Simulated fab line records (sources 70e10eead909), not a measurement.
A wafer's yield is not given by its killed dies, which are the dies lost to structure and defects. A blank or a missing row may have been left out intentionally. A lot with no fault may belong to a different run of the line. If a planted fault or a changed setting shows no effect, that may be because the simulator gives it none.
Code-filled problem report in 8D (eight disciplines) form	flow nandHarc	the parts of the form that need people (team, actions taken, sign-off) are left out

== 1. THE PROBLEM ==
Wafers without a fault read 61.9 s, standard deviation 0.49; runLengthS at NHARC_A_STAIRCASE_ETCH_13 reads a mean of 39.5 s on 6 wafers belonging to 2 lots. Relative to the usual mean, that is a shift of -46 standard deviations.
The step: etches the open film in C4F8/O2, target depth 100 nm, time 40.5 s.
Earliest sighting: wafer L865.4 on rieDiel-12 at day 14 00:32. The record holds 36 wafers of 12 lots with a number at this step. Rule for "out", or "out of limits": more than 4 standard deviations from the usual mean. Any other wafer with a number is counted as sound.

== 2. WHAT IT IS; WHAT IT IS NOT ==
question	is	is not
which readings at this step	runLengthS	oesProductAu
which lots	L865, L868	L852, L853, L854, L855, L856, L858, L864, L869, L870, L875
which wafers of those lots	all that have a number	-
read on which tools	rieDiel-12	rieDiel-10, rieDiel-11
when	from day 14 00:32	up to then (21 sound wafers); but 9 sound wafers of L869, L870, L875 came after

== 3. WHAT RULES OUT EACH SUSPECT ==
Counting: a tool at any process step up to the reading remains a suspect when it ran all the lots that are out and ran no sound lot after the first of those.
- rieDiel-12 at NHARC_A_STAIRCASE_ETCH_13 (etches the open film in C4F8/O2, target depth 100 nm, time 40.5 s): kept. All lots that are out passed through it, beginning with L865 at day 14 00:32, and no sound lot followed; its final sound lot before that point was L864 at day 14 00:13. On those wafers its own readings are out: runLengthS.
The count leaves rieDiel-12 at NHARC_A_STAIRCASE_ETCH_13.

== 4. THE CAUSE (what the simulator had put in) ==
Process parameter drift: rieDiel-12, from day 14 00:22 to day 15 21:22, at NHARC_A_STAIRCASE_ETCH_13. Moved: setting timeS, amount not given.
This tool alone remained once counting was done.

== 5. THE EFFECT CHAIN, in route order ==
Rows list readings where the struck wafers' mean (over those with a number) sits beyond 3 standard deviations from the usual. Only readings for which the record gives a usual standard deviation are gone through. hours: the time from each lot's start at the first step in this table that gives one to its start at this step, as a median over the lots. sigmas: the change in usual standard deviations.
hours	step	reading	usual	on struck wafers	change	sigmas
0	NHARC_A_STAIRCASE_ETCH_13	runLengthS	61.9 s	39.5	-22.4	-46
It contains these process steps:
- NHARC_A_STAIRCASE_ETCH_13: etches the open film in C4F8/O2, target depth 100 nm, time 40.5 s.

== 6. HOW IT WOULD HAVE BEEN CAUGHT EARLIER ==
The fault began at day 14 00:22; the first out-of-limits reading in this record came at day 14 00:32, 0 hours later.
